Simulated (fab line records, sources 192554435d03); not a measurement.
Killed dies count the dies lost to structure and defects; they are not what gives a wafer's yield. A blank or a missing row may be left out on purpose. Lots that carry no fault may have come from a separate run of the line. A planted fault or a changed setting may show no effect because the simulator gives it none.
Which tool was responsible?    flow n5-finfet    Sampling: 24 lots, 72 wafers, 6 of 1938 route steps

## WHAT THE GAUGES READ, wafer by wafer
Not one reading of a measure or inspect step in the record can be checked against a usual standard deviation.

## EACH LOT AND THE TOOL THAT RAN IT (in order: tool; ch and the chambers of the sampled wafers; start)
lot   N5_BEOL_M5_ETCH_72                  N5_BEOL_M5_VIA_ETCH_34              N5_BEOL_M5_DEGAS_44           N5_BEOL_M5_SPUTTER_48         N5_BEOL_M5_ANNEAL_51              N5_BEOL_M6_STRIP_67
L075  rie-diel-06 ch 0,1,2, day 8 21:06   rie-diel-05 ch 2,3, day 8 22:56     pvd-sputter-02, day 8 23:55   pvd-sputter-01, day 9 00:28   rtp-anneal-02 ch 0, day 9 05:01   rie-diel-01 ch 1,2,3, day 9 09:12
L074  rie-diel-02 ch 0,1,2, day 8 21:08   rie-diel-06 ch 2,3, day 8 22:50     pvd-sputter-02, day 8 23:50   pvd-sputter-03, day 9 00:25   rtp-anneal-02 ch 0, day 9 07:26   rie-diel-04 ch 1,2, day 9 12:29
L078  rie-diel-05 ch 0,1,2, day 9 06:13   rie-diel-06 ch 0,1,2, day 9 08:14   pvd-sputter-01, day 9 10:59   pvd-sputter-02, day 9 11:43   rtp-anneal-01 ch 0, day 10 13:08  rie-diel-01 ch 0,2,3, day 10 16:10
L076  rie-diel-05 ch 1,2, day 9 14:40     rie-diel-02 ch 1,2, day 9 18:10     pvd-sputter-01, day 9 19:16   pvd-sputter-01, day 9 19:59   rtp-anneal-01 ch 0, day 10 00:32  rie-diel-03 ch 0,3, day 10 02:57
L077  rie-diel-06 ch 0,2, day 9 18:50     rie-diel-02 ch 1,2, day 10 04:48    pvd-sputter-01, day 10 05:39  pvd-sputter-03, day 10 06:11  rtp-anneal-02 ch 0, day 10 10:44  rie-diel-04 ch 0,1,2, day 10 14:59
L079  rie-diel-06 ch 0,2, day 9 19:56     rie-diel-05 ch 0,1,2, day 10 10:20  pvd-sputter-01, day 10 11:07  pvd-sputter-03, day 10 13:22  rtp-anneal-02 ch 0, day 10 17:55  rie-diel-03 ch 2,3, day 10 20:37
L080  rie-diel-05 ch 0,2,3, day 10 00:27  rie-diel-06 ch 2,3, day 10 04:45    pvd-sputter-01, day 10 05:34  pvd-sputter-01, day 10 06:07  rtp-anneal-01 ch 0, day 10 10:43  rie-diel-03 ch 0,1,2, day 10 14:49
L082  rie-diel-02 ch 2,3, day 11 00:54    rie-diel-02 ch 0,3, day 11 03:28    pvd-sputter-03, day 11 05:43  pvd-sputter-03, day 11 06:19  rtp-anneal-02 ch 0, day 11 11:01  rie-diel-04 ch 0,1,2, day 11 15:16
L081  rie-diel-06 ch 2,3, day 11 01:04    rie-diel-05 ch 0,1,2, day 11 03:17  pvd-sputter-01, day 11 05:43  pvd-sputter-02, day 11 06:19  rtp-anneal-01 ch 0, day 11 10:52  rie-diel-01 ch 1,3, day 11 15:08
L083  rie-diel-05 ch 0,2,3, day 11 12:11  rie-diel-05 ch 1,2,3, day 11 15:19  pvd-sputter-02, day 11 16:05  pvd-sputter-03, day 11 16:56  rtp-anneal-01 ch 0, day 11 21:31  rie-diel-01 ch 1,2,3, day 12 04:17
L084  rie-diel-05 ch 0,1,3, day 11 17:31  rie-diel-06 ch 1,2, day 11 20:37    pvd-sputter-02, day 11 21:47  pvd-sputter-02, day 11 22:25  rtp-anneal-02 ch 0, day 12 02:58  rie-diel-04 ch 1,2, day 12 07:40
L085  rie-diel-06 ch 0,2, day 12 12:47    rie-diel-05 ch 0,1,3, day 12 14:21  pvd-sputter-03, day 12 15:17  pvd-sputter-01, day 12 16:47  rtp-anneal-01 ch 0, day 12 21:20  rie-diel-01 ch 0,2,3, day 13 01:29
L086  rie-diel-02 ch 0,2,3, day 12 15:13  rie-diel-02 ch 0,1,3, day 12 16:56  pvd-sputter-03, day 12 17:50  pvd-sputter-02, day 12 18:32  rtp-anneal-02 ch 0, day 12 23:05  rie-diel-04 ch 0,1,3, day 13 02:32
L088  rie-diel-02 ch 0,1,3, day 12 22:01  rie-diel-06 ch 0,2,3, day 12 23:53  pvd-sputter-01, day 13 01:14  pvd-sputter-02, day 13 01:56  rtp-anneal-02 ch 0, day 13 06:40  rie-diel-04 ch 0,1,2, day 13 10:36
L087  rie-diel-06 ch 0,2,3, day 13 06:47  rie-diel-06 ch 2,3, day 13 09:26    pvd-sputter-03, day 13 10:31  pvd-sputter-02, day 13 11:08  rtp-anneal-01 ch 0, day 13 15:41  rie-diel-03 ch 0,1,2, day 13 19:53
L089  rie-diel-02 ch 1,2,3, day 13 10:42  rie-diel-02 ch 0,1,2, day 13 14:05  pvd-sputter-03, day 13 15:07  pvd-sputter-01, day 13 15:48  rtp-anneal-02 ch 0, day 13 20:32  rie-diel-03 ch 1,2,3, day 14 02:43
L093  rie-diel-05 ch 0,3, day 13 14:19    rie-diel-06 ch 0,2, day 13 16:14    pvd-sputter-02, day 13 18:32  pvd-sputter-03, day 13 19:23  rtp-anneal-02 ch 0, day 13 23:58  rie-diel-04 ch 0,2, day 14 02:50
L090  rie-diel-05 ch 1,2, day 13 14:46    rie-diel-05 ch 1,2, day 13 18:38    pvd-sputter-02, day 13 19:44  pvd-sputter-01, day 13 20:23  rtp-anneal-02 ch 0, day 14 01:05  rie-diel-03 ch 0,1,3, day 14 03:46
L091  rie-diel-02 ch 1,2,3, day 13 14:53  rie-diel-06 ch 0,1,2, day 13 18:59  pvd-sputter-02, day 13 19:56  pvd-sputter-02, day 13 20:37  rtp-anneal-01 ch 0, day 14 05:26  rie-diel-04 ch 0,1,3, day 14 09:35
L092  rie-diel-06 ch 1,2, day 14 01:56    rie-diel-05 ch 1,2, day 14 05:15    pvd-sputter-03, day 14 06:02  pvd-sputter-01, day 14 06:51  rtp-anneal-02 ch 0, day 14 11:37  rie-diel-03 ch 1,2, day 14 15:08
L095  rie-diel-06 ch 1,3, day 14 02:27    rie-diel-02 ch 0,2,3, day 14 05:41  pvd-sputter-01, day 14 06:32  pvd-sputter-02, day 14 07:53  rtp-anneal-01 ch 0, day 14 12:26  rie-diel-01 ch 0,2,3, day 14 15:08
L094  rie-diel-02 ch 0,1,3, day 14 09:40  rie-diel-05 ch 0,1,2, day 14 10:56  pvd-sputter-03, day 14 11:55  pvd-sputter-03, day 14 12:31  rtp-anneal-01 ch 0, day 14 17:04  rie-diel-04 ch 0,1,3, day 14 20:47
L096  rie-diel-02 ch 1,2,3, day 15 00:53  rie-diel-05 ch 2,3, day 15 04:52    pvd-sputter-01, day 15 06:02  pvd-sputter-02, day 15 06:48  rtp-anneal-01 ch 0, day 15 11:34  rie-diel-01 ch 2,3, day 15 14:50
L097  rie-diel-06 ch 2,3, day 15 14:40    rie-diel-05 ch 2,3, day 15 20:59    pvd-sputter-01, day 15 23:41  pvd-sputter-01, day 16 00:14  rtp-anneal-02 ch 0, day 16 04:48  rie-diel-04 ch 0,1,3, day 16 10:50
- N5_BEOL_M5_ETCH_72: etches underlayer in N2/H2, target depth 6.5 nm, time 5.2 s.
- N5_BEOL_M5_VIA_ETCH_34: etches SiCOH lowk in C4F6/O2, target depth 88.3 nm, time 39.2 s.
- N5_BEOL_M5_DEGAS_44: time 60 s.
- N5_BEOL_M5_SPUTTER_48: material Cu, target thk 15 nm, time 27.62 s.
- N5_BEOL_M5_ANNEAL_51: time 90 s.
- N5_BEOL_M6_STRIP_67: strips in CF4.

## WHAT THE TOOLS THEMSELVES READ (means of the sampled wafers that have a number; where no wafer has one, the mark that the record gives instead)
N5_BEOL_M5_ETCH_72. Usual: drypump-motor-current-A 5.6 A, standard deviation 0.42; etch-rf-on-time-s 5.19 s, standard deviation 0.15; oes-product-au 0.66 a.u., standard deviation 0.07; rf-vpp-V 524.0 V, standard deviation 2.4; showerhead-plenum-p-Torr 2.54 Torr, standard deviation 0.068; throttle-valve-pct 17.90 %, standard deviation 0.23.
lot   tool         drypump-motor-current-A (A)  etch-rf-on-time-s (s)  oes-product-au (a.u.)  rf-vpp-V (V)  showerhead-plenum-p-Torr (Torr)  throttle-valve-pct (%)  flag
L075  rie-diel-06  5.8                          5.17                   0.64                   523.0         2.54                             18.07                   
L074  rie-diel-02  5.6                          5.27                   0.65                   524.3         2.55                             17.95                   
L078  rie-diel-05  5.7                          5.10                   0.68                   524.2         2.56                             17.59                   
L076  rie-diel-05  6.0                          5.08                   0.69                   525.4         2.61                             17.70                   
L077  rie-diel-06  5.4                          5.19                   0.64                   524.7         2.58                             18.01                   
L079  rie-diel-06  5.5                          5.20                   0.65                   525.2         2.58                             18.04                   
L080  rie-diel-05  5.5                          5.17                   0.66                   522.7         2.51                             17.68                   
L082  rie-diel-02  5.8                          4.99                   0.74                   524.6         2.51                             17.77                   
L081  rie-diel-06  5.6                          5.37                   0.61                   525.7         2.62                             18.00                   
L083  rie-diel-05  5.5                          5.10                   0.75                   525.3         2.51                             17.57                   
L084  rie-diel-05  5.3                          5.12                   0.72                   523.1         2.51                             17.64                   
L085  rie-diel-06  5.3                          5.16                   0.64                   523.6         2.51                             18.10                   
L086  rie-diel-02  5.6                          5.12                   0.66                   523.8         2.54                             17.93                   
L088  rie-diel-02  5.4                          5.24                   0.67                   521.6         2.52                             17.98                   
L087  rie-diel-06  5.5                          5.27                   0.62                   524.2         2.56                             18.07                   
L089  rie-diel-02  5.7                          5.10                   0.69                   522.7         2.50                             17.86                   
L093  rie-diel-05  5.1                          5.18                   0.75                   523.4         2.46                             17.64                   
L090  rie-diel-05  5.8                          5.03                   0.63                   525.4         2.60                             17.80                   
L091  rie-diel-02  5.8                          5.12                   0.69                   522.6         2.50                             17.86                   
L092  rie-diel-06  6.3                          5.11                   0.75                   522.9         2.55                             17.83                   
L095  rie-diel-06  6.2                          5.16                   0.74                   524.1         2.55                             17.85                   
L094  rie-diel-02  5.4                          5.30                   0.66                   523.2         2.52                             17.98                   
L096  rie-diel-02  5.7                          5.19                   0.67                   522.2         2.50                             17.87                   
L097  rie-diel-06  5.7                          5.38                   0.59                   526.8         2.61                             18.04                   

N5_BEOL_M5_VIA_ETCH_34. Usual: drypump-motor-current-A 5.6 A, standard deviation 0.39; oes-product-au 0.78 a.u., standard deviation 0.081; rf-vpp-V 666 V, standard deviation 13; showerhead-plenum-p-Torr 2.85 Torr, standard deviation 0.074; throttle-valve-pct 20.87 %, standard deviation 0.24.
lot   tool         drypump-motor-current-A (A)  oes-product-au (a.u.)  rf-vpp-V (V)  showerhead-plenum-p-Torr (Torr)  throttle-valve-pct (%)  flag
L075  rie-diel-05  5.5                          0.73                   674           2.85                             21.02                   
L074  rie-diel-06  5.6                          0.74                   663           2.96                             21.01                   
L078  rie-diel-06  5.8                          0.74                   675           2.85                             21.03                   
L076  rie-diel-02  5.8                          0.80                   654           2.78                             20.81                   
L077  rie-diel-02  5.8                          0.80                   652           2.78                             20.82                   
L079  rie-diel-05  5.7                          0.79                   668           2.86                             20.65                   
L080  rie-diel-06  5.6                          0.73                   664           2.96                             21.01                   
L082  rie-diel-02  5.4                          0.84                   664           2.83                             20.83                   
L081  rie-diel-05  5.7                          0.80                   668           2.86                             20.66                   
L083  rie-diel-05  5.6                          0.82                   674           2.87                             20.76                   
L084  rie-diel-06  5.9                          0.70                   667           2.91                             20.98                   
L085  rie-diel-05  5.3                          0.81                   661           2.83                             20.81                   
L086  rie-diel-02  5.5                          0.79                   660           2.82                             20.94                   
L088  rie-diel-06  5.5                          0.73                   672           2.88                             21.11                   
L087  rie-diel-06  5.6                          0.70                   663           2.93                             21.03                   
L089  rie-diel-02  5.6                          0.73                   662           2.84                             21.02                   
L093  rie-diel-06  5.3                          0.75                   678           2.83                             21.20                   
L090  rie-diel-05  6.0                          0.78                   681           2.88                             20.63                   
L091  rie-diel-06  5.8                          0.82                   674           2.83                             20.95                   
L092  rie-diel-05  5.8                          0.74                   674           2.89                             20.71                   
L095  rie-diel-02  5.6                          0.76                   666           2.84                             20.92                   
L094  rie-diel-05  5.7                          0.76                   666           2.85                             20.69                   
L096  rie-diel-05  5.5                          0.87                   673           2.83                             20.87                   
L097  rie-diel-05  5.8                          0.83                   679           2.84                             20.73                   

N5_BEOL_M5_DEGAS_44. Usual: heater-power-w at 326 W, with a standard deviation of 29.
lot   tool            heater-power-w (W)  flag
L075  pvd-sputter-02  328                 
L074  pvd-sputter-02  327                 
L078  pvd-sputter-01  327                 
L076  pvd-sputter-01  318                 
L077  pvd-sputter-01  327                 
L079  pvd-sputter-01  325                 
L080  pvd-sputter-01  304                 
L082  pvd-sputter-03  338                 
L081  pvd-sputter-01  308                 
L083  pvd-sputter-02  333                 
L084  pvd-sputter-02  354                 
L085  pvd-sputter-03  340                 
L086  pvd-sputter-03  333                 
L088  pvd-sputter-01  311                 
L087  pvd-sputter-03  331                 
L089  pvd-sputter-03  317                 
L093  pvd-sputter-02  331                 
L090  pvd-sputter-02  329                 
L091  pvd-sputter-02  338                 
L092  pvd-sputter-03  322                 
L095  pvd-sputter-01  329                 
L094  pvd-sputter-03  317                 
L096  pvd-sputter-01  309                 
L097  pvd-sputter-01  322                 

N5_BEOL_M5_SPUTTER_48. Usual: chuck-gas-flow-sccm 1.27 sccm, standard deviation 0.054; chuck-sensor-temp-C -16.0 C, standard deviation 0.6; throttle-valve-pct 30.3 %, standard deviation 1.3.
lot   tool            chuck-gas-flow-sccm (sccm)  chuck-sensor-temp-C (C)  throttle-valve-pct (%)  flag
L075  pvd-sputter-01  1.25                        -16.2                    31.1                    
L074  pvd-sputter-03  1.24                        -15.6                    30.2                    
L078  pvd-sputter-02  1.25                        -16.1                    29.6                    
L076  pvd-sputter-01  1.22                        -16.3                    31.2                    
L077  pvd-sputter-03  1.29                        -15.8                    29.7                    
L079  pvd-sputter-03  1.29                        -15.6                    30.2                    
L080  pvd-sputter-01  1.27                        -16.5                    31.8                    
L082  pvd-sputter-03  1.22                        -15.4                    30.0                    
L081  pvd-sputter-02  1.27                        -16.1                    29.1                    
L083  pvd-sputter-03  1.26                        -16.2                    30.3                    
L084  pvd-sputter-02  1.29                        -16.0                    30.0                    
L085  pvd-sputter-01  1.28                        -16.2                    31.3                    
L086  pvd-sputter-02  1.25                        -16.1                    30.1                    
L088  pvd-sputter-02  1.32                        -16.1                    30.3                    
L087  pvd-sputter-02  1.25                        -16.0                    30.3                    
L089  pvd-sputter-01  1.21                        -16.0                    30.6                    
L093  pvd-sputter-03  1.28                        -15.5                    30.2                    
L090  pvd-sputter-01  1.30                        -16.0                    30.6                    
L091  pvd-sputter-02  1.25                        -16.0                    29.8                    
L092  pvd-sputter-01  1.28                        -16.1                    30.4                    
L095  pvd-sputter-02  1.24                        -15.9                    31.0                    
L094  pvd-sputter-03  1.29                        -15.5                    30.1                    
L096  pvd-sputter-02  1.28                        -16.1                    29.8                    
L097  pvd-sputter-01  1.30                        -16.1                    30.7                    

N5_BEOL_M5_ANNEAL_51. Usual: wafer_temp_C_max at 226.2, with a standard deviation of 0.32.
lot   tool           wafer_temp_C_max  flag
L075  rtp-anneal-02  226.5             
L074  rtp-anneal-02  226.6             
L078  rtp-anneal-01  225.9             
L076  rtp-anneal-01  226.0             
L077  rtp-anneal-02  226.6             
L079  rtp-anneal-02  225.9             
L080  rtp-anneal-01  226.1             
L082  rtp-anneal-02  226.0             
L081  rtp-anneal-01  226.4             
L083  rtp-anneal-01  226.1             
L084  rtp-anneal-02  226.4             
L085  rtp-anneal-01  226.3             
L086  rtp-anneal-02  226.5             
L088  rtp-anneal-02  226.2             
L087  rtp-anneal-01  225.9             
L089  rtp-anneal-02  226.5             
L093  rtp-anneal-02  226.2             
L090  rtp-anneal-02  226.3             
L091  rtp-anneal-01  225.8             
L092  rtp-anneal-02  226.1             
L095  rtp-anneal-01  226.2             
L094  rtp-anneal-01  226.0             
L096  rtp-anneal-01  226.3             
L097  rtp-anneal-02  226.3             

N5_BEOL_M6_STRIP_67. Usual: drypump-motor-current-A 5.5 A, standard deviation 0.42; oes-product-au 0.82 a.u., standard deviation 0.058; rf-vpp-V 271.3 V, standard deviation 1.8; showerhead-plenum-p-Torr 1.81 Torr, standard deviation 0.067; throttle-valve-pct 13.50 %, standard deviation 0.19.
lot   tool         drypump-motor-current-A (A)  oes-product-au (a.u.)  rf-vpp-V (V)  showerhead-plenum-p-Torr (Torr)  throttle-valve-pct (%)  flag
L075  rie-diel-01  5.3                          0.82                   270.3         1.79                             13.52                   
L074  rie-diel-04  6.1                          0.83                   269.9         1.77                             13.61                   
L078  rie-diel-01  5.5                          0.90                   271.5         1.83                             13.40                   
L076  rie-diel-03  5.4                          0.77                   270.0         1.78                             13.58                   
L077  rie-diel-04  5.7                          0.86                   270.2         1.77                             13.50                   
L079  rie-diel-03  5.6                          0.75                   271.1         1.77                             13.59                   
L080  rie-diel-03  5.4                          0.79                   270.9         1.78                             13.46                   
L082  rie-diel-04  5.7                          0.84                   270.4         1.77                             13.52                   
L081  rie-diel-01  5.0                          0.87                   271.0         1.83                             13.39                   
L083  rie-diel-01  5.4                          0.88                   272.8         1.86                             13.40                   
L084  rie-diel-04  6.1                          0.81                   270.2         1.77                             13.65                   
L085  rie-diel-01  5.4                          0.86                   270.5         1.83                             13.44                   
L086  rie-diel-04  5.8                          0.85                   271.6         1.81                             13.61                   
L088  rie-diel-04  5.7                          0.82                   270.0         1.77                             13.54                   
L087  rie-diel-03  5.4                          0.76                   271.9         1.77                             13.53                   
L089  rie-diel-03  5.5                          0.77                   272.3         1.82                             13.50                   
L093  rie-diel-04  5.3                          0.80                   269.9         1.78                             13.38                   
L090  rie-diel-03  5.4                          0.77                   272.1         1.83                             13.49                   
L091  rie-diel-04  5.8                          0.84                   271.7         1.80                             13.63                   
L092  rie-diel-03  5.4                          0.79                   271.7         1.82                             13.37                   
L095  rie-diel-01  5.5                          0.85                   271.5         1.83                             13.47                   
L094  rie-diel-04  5.8                          0.83                   271.7         1.80                             13.65                   
L096  rie-diel-01  5.3                          0.84                   272.3         1.84                             13.47                   
L097  rie-diel-04  5.8                          0.81                   270.8         1.80                             13.68                   

## THE ANSWER, worked out from the rows above alone
Rule: a lot counts as off when the mean over its wafers that have a number is more than 3 standard deviations away from the usual mean. A lot without any number at a reading at which 4 lots or more have one is off too. The other lots that the step has rows for count as sound. Order of review: gauges by route order, followed by the tools' own readings, for which a lot's mean as printed above is used. The first step at which some lot is off is used, and at that step the reading that is off furthest; a lot without a number counts as furthest.
No lot is off at any reading shown: from this, nothing can be told.

## WHAT THE SIMULATOR PUT IN
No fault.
